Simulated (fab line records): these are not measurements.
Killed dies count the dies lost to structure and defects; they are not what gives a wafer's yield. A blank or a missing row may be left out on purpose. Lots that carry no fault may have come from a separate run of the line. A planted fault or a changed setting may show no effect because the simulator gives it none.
Lot-split experiment :: flow n5Finfet :: 21 wafers read across 7 lots, on a route 1938 steps long

== THE SPLIT ==
At N5_BEOL_M12_COAT_04 (resist thk 400 nm), the setting spinRpm was moved away from the recipe's 1625 rpm on 11 of the 21 wafers read, by -9.0% to +10.5%. For the rest of the wafers, this setting stayed at what the recipe calls for.

== FROM THE SPLIT ON TO THE READING: in between, the file shows 1 step ==
- N5_BEOL_M12_DESCUM_15: chemistry O2, time 7.9 s (also split here: timeS)

== THE READING ==
coat_of_BEOL_M12_COAT_04.thkNm (the simulator's own value, which no gauge read), in nm, at N5_BEOL_M12_ETCH_59 (etches BARC in N2/H2, target depth 89 nm, overetch 26.7 nm, time 67.9 s). The file gives no usual value for it. Here, 10 wafers ran the recipe; their average is 317.4 nm with a standard deviation of 2.3 nm.

wafer: L074.1
tool, chamber at the split: lithoTrack-01, 0
spinRpm as run, rpm: 1750
against the recipe: +7.7%
coat_of_BEOL_M12_COAT_04.thkNm, nm: 300.6
against lot-mates on the recipe: -15.0

wafer: L074.4
tool, chamber at the split: lithoTrack-01, 0
spinRpm as run, rpm: 1625
against the recipe: recipe
coat_of_BEOL_M12_COAT_04.thkNm, nm: 315.4
against lot-mates on the recipe: -

wafer: L074.5
tool, chamber at the split: lithoTrack-01, 0
spinRpm as run, rpm: 1625
against the recipe: recipe
coat_of_BEOL_M12_COAT_04.thkNm, nm: 315.8
against lot-mates on the recipe: -

wafer: L076.1
tool, chamber at the split: lithoTrack-01, 0
spinRpm as run, rpm: 1625
against the recipe: recipe
coat_of_BEOL_M12_COAT_04.thkNm, nm: 319.6
against lot-mates on the recipe: -

wafer: L076.2
tool, chamber at the split: lithoTrack-01, 0
spinRpm as run, rpm: 1625
against the recipe: recipe
coat_of_BEOL_M12_COAT_04.thkNm, nm: 319.8
against lot-mates on the recipe: -

wafer: L076.3
tool, chamber at the split: lithoTrack-01, 0
spinRpm as run, rpm: 1625
against the recipe: recipe
coat_of_BEOL_M12_COAT_04.thkNm, nm: 315.2
against lot-mates on the recipe: -

wafer: L078.2
tool, chamber at the split: lithoTrack-03, 0
spinRpm as run, rpm: 1478
against the recipe: -9.0%
coat_of_BEOL_M12_COAT_04.thkNm, nm: 335.4
against lot-mates on the recipe: +20.0

wafer: L078.3
tool, chamber at the split: lithoTrack-03, 0
spinRpm as run, rpm: 1625
against the recipe: recipe
coat_of_BEOL_M12_COAT_04.thkNm, nm: 315.4
against lot-mates on the recipe: -

wafer: L078.6
tool, chamber at the split: lithoTrack-03, 0
spinRpm as run, rpm: 1478
against the recipe: -9.0%
coat_of_BEOL_M12_COAT_04.thkNm, nm: 336
against lot-mates on the recipe: +20.6

wafer: L077.1
tool, chamber at the split: lithoTrack-03, 0
spinRpm as run, rpm: 1795
against the recipe: +10.5%
coat_of_BEOL_M12_COAT_04.thkNm, nm: 298.2
against lot-mates on the recipe: -22.2

wafer: L077.3
tool, chamber at the split: lithoTrack-03, 0
spinRpm as run, rpm: 1625
against the recipe: recipe
coat_of_BEOL_M12_COAT_04.thkNm, nm: 320
against lot-mates on the recipe: -

wafer: L077.6
tool, chamber at the split: lithoTrack-03, 0
spinRpm as run, rpm: 1625
against the recipe: recipe
coat_of_BEOL_M12_COAT_04.thkNm, nm: 320.8
against lot-mates on the recipe: -

wafer: L081.1
tool, chamber at the split: lithoTrack-03, 0
spinRpm as run, rpm: 1686
against the recipe: +3.8%
coat_of_BEOL_M12_COAT_04.thkNm, nm: 307.4
against lot-mates on the recipe: -10.2

wafer: L081.3
tool, chamber at the split: lithoTrack-03, 0
spinRpm as run, rpm: 1686
against the recipe: +3.8%
coat_of_BEOL_M12_COAT_04.thkNm, nm: 309.2
against lot-mates on the recipe: -8.4

wafer: L081.4
tool, chamber at the split: lithoTrack-03, 0
spinRpm as run, rpm: 1625
against the recipe: recipe
coat_of_BEOL_M12_COAT_04.thkNm, nm: 317.6
against lot-mates on the recipe: -

wafer: L085.1
tool, chamber at the split: lithoTrack-03, 0
spinRpm as run, rpm: 1498
against the recipe: -7.8%
coat_of_BEOL_M12_COAT_04.thkNm, nm: 329
against lot-mates on the recipe: no lot-mate on the recipe

wafer: L085.4
tool, chamber at the split: lithoTrack-03, 0
spinRpm as run, rpm: 1498
against the recipe: -7.8%
coat_of_BEOL_M12_COAT_04.thkNm, nm: 331.2
against lot-mates on the recipe: no lot-mate on the recipe

wafer: L085.5
tool, chamber at the split: lithoTrack-03, 0
spinRpm as run, rpm: 1498
against the recipe: -7.8%
coat_of_BEOL_M12_COAT_04.thkNm, nm: 330.6
against lot-mates on the recipe: no lot-mate on the recipe

wafer: L088.1
tool, chamber at the split: lithoTrack-04, 0
spinRpm as run, rpm: 1498
against the recipe: -7.8%
coat_of_BEOL_M12_COAT_04.thkNm, nm: 337
against lot-mates on the recipe: +22.2

wafer: L088.2
tool, chamber at the split: lithoTrack-04, 0
spinRpm as run, rpm: 1625
against the recipe: recipe
coat_of_BEOL_M12_COAT_04.thkNm, nm: 314.8
against lot-mates on the recipe: -

wafer: L088.3
tool, chamber at the split: lithoTrack-04, 0
spinRpm as run, rpm: 1498
against the recipe: -7.8%
coat_of_BEOL_M12_COAT_04.thkNm, nm: 332.8
against lot-mates on the recipe: +18.0

FIT RESULTS
A straight line over all 21 wafers: coat_of_BEOL_M12_COAT_04.thkNm changes by -1.97 nm for each +1% of spinRpm; r = -0.98; the points scatter about the line by 2.3 nm.
The same after taking each lot's own level away (the mean of its wafers on the recipe; 18 wafers): -2.27 nm for each +1%; r = -0.99; scatter 1.6 nm.
The reading moves by 24 nm for the largest change in spinRpm, on that fit.
The lots' own levels span 314.80 to 320.40 nm, that is 2.5 times the standard deviation above.
Thus the slope moves with the lot-to-lot level: the two fits are different.
Check: for one of the wafers moved furthest among these (+10.5%), held out of the fit, the line's prediction against its lot-mates is -23.9 nm. It came out at -22.2 nm against them.

== ADDITIONAL SPLITS CARRIED BY THESE WAFERS ==
Before the reading, these wafers also passed through other splits. Each is held against what the fit with the lots' levels taken away leaves over:
other split on the same wafers: N5_BEOL_M8_EXPOSE_25 doseMj
wafers away from the commonest value: 4
r with coat_of_BEOL_M12_COAT_04.thkNm (lot level and that fit taken away): -0.10

other split on the same wafers: N5_BEOL_M8_ETCH_65 sourceW
wafers away from the commonest value: 6
r with coat_of_BEOL_M12_COAT_04.thkNm (lot level and that fit taken away): -0.04

other split on the same wafers: N5_BEOL_M8_DEP_56 timeS
wafers away from the commonest value: 9
r with coat_of_BEOL_M12_COAT_04.thkNm (lot level and that fit taken away): +0.20

other split on the same wafers: N5_BEOL_M10_VIA_ETCH_34 timeS
wafers away from the commonest value: 8
r with coat_of_BEOL_M12_COAT_04.thkNm (lot level and that fit taken away): +0.30

other split on the same wafers: N5_BEOL_M12_DESCUM_15 timeS
wafers away from the commonest value: 5
r with coat_of_BEOL_M12_COAT_04.thkNm (lot level and that fit taken away): -0.04

== THE WHOLE CHAIN: every reading that the file lists as answering this split, in the file's order ==
step: N5_BEOL_M12_COAT_04
what it does: resist thk 400 nm
reading: coat_of_BEOL_M12_COAT_04.thkNm (the simulator's own value, which no gauge read)
change (the file's fit): -2.04 nm for each +1% of the setting
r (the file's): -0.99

step: N5_BEOL_M12_ETCH_59
what it does: etches BARC in N2/H2, target depth 89 nm, overetch 26.7 nm, time 67.9 s
reading: coat_of_BEOL_M12_COAT_04.thkNm (the simulator's own value, which no gauge read)
change (the file's fit): -2.22 nm for each +1% of the setting
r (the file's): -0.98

step: N5_BEOL_M12_STRIP_63
what it does: strips in N2/H2
reading: stripTimeToEndpointS
change (the file's fit): withheld for each +1% of the setting
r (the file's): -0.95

== THE FILE'S OWN FIT ==
coat_of_BEOL_M12_COAT_04.thkNm changes by -2.22 nm for each +1% of spinRpm, r = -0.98.
